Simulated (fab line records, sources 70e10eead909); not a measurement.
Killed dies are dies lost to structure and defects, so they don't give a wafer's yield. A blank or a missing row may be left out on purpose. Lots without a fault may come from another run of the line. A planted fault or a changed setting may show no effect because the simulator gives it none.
Which tool did it? | flow nand_harc | 13 lots, 37 wafers sampled, at 4 steps of a route of 1302

WHAT THE GAUGES READ, wafer by wafer
The record holds no reading of a measuring or inspecting step that can be judged against a usual standard deviation.

WHICH TOOL RAN EACH LOT (tool, then ch and the chambers of the sampled wafers, then the start)
lot  | NHARC_A_SLIT_DEP_23             | NHARC_A_WL_FILL_ALD_02              | NHARC_A_WL_FILL_CVD_03        | NHARC_A_WL_FILL_ETCHBACK_26
L390 | pecvd-03 ch 0,1,2, day 20 03:40 | ald_metal-03 ch 1,2, day 20 17:55   | cvd_w-01 ch 0,1, day 20 18:22 | rie_si-01 ch 2,3, day 21 10:26
L389 | pecvd-04 ch 0,1,2, day 20 09:55 | ald_metal-01 ch 0,1,2, day 21 00:21 | cvd_w-02 ch 0,1, day 21 00:50 | rie_si-01 ch 1,2,3, day 21 17:59
L391 | pecvd-04 ch 0,2, day 20 14:19   | ald_metal-04 ch 1,2, day 21 04:57   | cvd_w-02 ch 0,1, day 21 05:24 | rie_si-06 ch 0,2,3, day 21 21:05
L392 | pecvd-01 ch 0,1,2, day 20 22:36 | ald_metal-01 ch 0,1,2, day 21 16:41 | cvd_w-01 ch 0,1, day 21 17:08 | rie_si-06 ch 0,2,3, day 22 08:01
L399 | pecvd-03 ch 0,1, day 23 17:21   | ald_metal-01 ch 1,2,3, day 24 07:55 | cvd_w-01 ch 0,1, day 24 08:22 | rie_si-06 ch 0,2,3, day 25 00:14
L398 | pecvd-04 ch 0,2, day 23 17:23   | ald_metal-04 ch 1,2,3, day 24 07:44 | cvd_w-02 ch 0,1, day 24 08:11 | rie_si-01 ch 0,1,2, day 25 00:14
L400 | pecvd-04 ch 0,2, day 24 05:15   | ald_metal-04 ch 0,3, day 24 19:41   | cvd_w-02 ch 0,1, day 24 20:11 | rie_si-06 ch 0,3, day 25 12:01
L401 | pecvd-04 ch 0,1, day 24 21:50   | ald_metal-04 ch 0,1, day 25 13:08   | cvd_w-01 ch 1, day 25 13:27   | rie_si-03 ch 1,2, day 26 03:13
L404 | pecvd-03 ch 0,1,2, day 25 21:46 | ald_metal-01 ch 1,2,3, day 26 14:46 | cvd_w-02 ch 0,1, day 26 15:14 | rie_si-03 ch 0,2,3, day 27 06:50
L405 | pecvd-04 ch 0,1, day 26 13:39   | ald_metal-01 ch 0,3, day 27 04:17   | cvd_w-02 ch 0,1, day 27 04:49 | rie_si-06 ch 0,1,2, day 27 23:50
L408 | pecvd-03 ch 1,2, day 27 20:32   | ald_metal-03 ch 0,3, day 28 10:44   | cvd_w-01 ch 0,1, day 28 11:10 | rie_si-03 ch 0,1,2, day 29 02:54
L411 | pecvd-04 ch 0,1,2, day 27 22:06 | ald_metal-04 ch 0,1,2, day 28 16:26 | cvd_w-02 ch 0,1, day 28 16:58 | rie_si-06 ch 1,2,3, day 29 08:13
L409 | pecvd-01 ch 0,1,2, day 27 23:37 | ald_metal-03 ch 0,1,2, day 28 16:01 | cvd_w-02 ch 0,1, day 28 16:28 | rie_si-03 ch 0,1,3, day 29 08:13
- NHARC_A_SLIT_DEP_23: deposits SiON, target thk 100 nm.
- NHARC_A_WL_FILL_ALD_02: deposits TiN, target thk 2 nm, pulse time 3 s, ald cycles 100.
- NHARC_A_WL_FILL_CVD_03: deposits W, target thk 40 nm, time 279 s.
- NHARC_A_WL_FILL_ETCHBACK_26: etches the open film in HBr, target depth 52 nm, time 13.3 s.

WHAT THE TOOLS THEMSELVES READ (means of the sampled wafers that have a number; where no wafer has one, the mark that the record gives instead)
NHARC_A_SLIT_DEP_23.
lot  | tool     | heater_power_w (W)
L390 | pecvd-03 | 723
L389 | pecvd-04 | 755
L391 | pecvd-04 | 797
L392 | pecvd-01 | 784
L399 | pecvd-03 | 631
L398 | pecvd-04 | 761
L400 | pecvd-04 | 786
L401 | pecvd-04 | 656
L404 | pecvd-03 | 742
L405 | pecvd-04 | 727
L408 | pecvd-03 | 754
L411 | pecvd-04 | 753
L409 | pecvd-01 | 786

NHARC_A_WL_FILL_ALD_02.
lot  | tool         | heater_power_w (W) | precursor_pulse_height_rel
L390 | ald_metal-03 | 1217               | 1.003
L389 | ald_metal-01 | 996                | 0.987
L391 | ald_metal-04 | 1079               | 1.000
L392 | ald_metal-01 | 983                | 1.009
L399 | ald_metal-01 | 913                | 0.997
L398 | ald_metal-04 | 1068               | 1.002
L400 | ald_metal-04 | 1208               | 0.962
L401 | ald_metal-04 | 1192               | 1.013
L404 | ald_metal-01 | 933                | 0.979
L405 | ald_metal-01 | 1022               | 0.996
L408 | ald_metal-03 | 914                | 1.009
L411 | ald_metal-04 | 1177               | 0.999
L409 | ald_metal-03 | 1138               | 1.004

NHARC_A_WL_FILL_CVD_03.
lot  | tool     | heater_power_w (W) | mfc_h2_sccm (sccm) | mfc_wf6_sccm (sccm) | throttle_valve_pct (%)
L390 | cvd_w-01 | 493                | 1599               | 40.05               | 7.7
L389 | cvd_w-02 | 531                | 1603               | 40.14               | 7.7
L391 | cvd_w-02 | 507                | 1603               | 40.00               | 8.0
L392 | cvd_w-01 | 488                | 1596               | 40.13               | 7.7
L399 | cvd_w-01 | 483                | 1599               | 39.95               | 8.2
L398 | cvd_w-02 | 516                | 1604               | 40.06               | 8.3
L400 | cvd_w-02 | 525                | 1603               | 39.81               | 8.1
L401 | cvd_w-01 | 487                | 1597               | 39.88               | 8.3
L404 | cvd_w-02 | 512                | 1599               | 39.94               | 8.4
L405 | cvd_w-02 | 527                | 1591               | 40.02               | 7.9
L408 | cvd_w-01 | 492                | 1596               | 39.91               | 8.1
L411 | cvd_w-02 | 516                | 1600               | 40.07               | 8.2
L409 | cvd_w-02 | 510                | 1604               | 39.92               | 8.2

NHARC_A_WL_FILL_ETCHBACK_26.
lot  | tool      | drypump_motor_current_A (A) | he_backside_leak_sccm (sccm) | oes_product_au (a.u.) | throttle_valve_pct (%)
L390 | rie_si-01 | 5.6                         | 3.0                          | 0.985                 | 23.279
L389 | rie_si-01 | 5.6                         | 2.8                          | 0.989                 | 23.266
L391 | rie_si-06 | 5.5                         | 2.5                          | 0.996                 | 23.267
L392 | rie_si-06 | 5.5                         | 3.1                          | 0.992                 | 23.277
L399 | rie_si-06 | 5.5                         | 2.9                          | 0.992                 | 23.269
L398 | rie_si-01 | 6.0                         | 2.5                          | 0.992                 | 23.262
L400 | rie_si-06 | 5.6                         | 2.6                          | 1.004                 | 23.270
L401 | rie_si-03 | 5.3                         | 2.7                          | 1.014                 | 23.258
L404 | rie_si-03 | 5.6                         | 3.2                          | 0.993                 | 23.257
L405 | rie_si-06 | 5.9                         | 2.6                          | 0.994                 | 23.258
L408 | rie_si-03 | 5.6                         | 2.6                          | 1.010                 | 23.272
L411 | rie_si-06 | 5.7                         | 2.5                          | 1.000                 | 23.262
L409 | rie_si-03 | 5.6                         | 2.7                          | 0.993                 | 23.266

THE ANSWER, worked out from the rows above alone
Rule: what is usual is taken from the lots themselves. Put in order of their means at a reading, lots are off if they are a third of the lots or fewer, leave a main group of 4 or more, and stand apart from it by a gap of 3 or more times the standard deviation of the main group's means; of several such gaps the widest counts. A main group whose means are all the same, to the digits that the tables above print for the reading, isn't used. A lot without any number at a reading at which 4 lots or more have one is off too. The other lots that the step has rows for count as sound. The gauges are gone through in route order, then the tools' own readings, and for those a lot's mean is taken as printed above. The first step at which some lot is off is used, and at that step the reading that is off furthest; a lot without a number counts as furthest.
No lot is off at any reading shown: from this, nothing can be told.

WHAT THE SIMULATOR HAD PUT IN
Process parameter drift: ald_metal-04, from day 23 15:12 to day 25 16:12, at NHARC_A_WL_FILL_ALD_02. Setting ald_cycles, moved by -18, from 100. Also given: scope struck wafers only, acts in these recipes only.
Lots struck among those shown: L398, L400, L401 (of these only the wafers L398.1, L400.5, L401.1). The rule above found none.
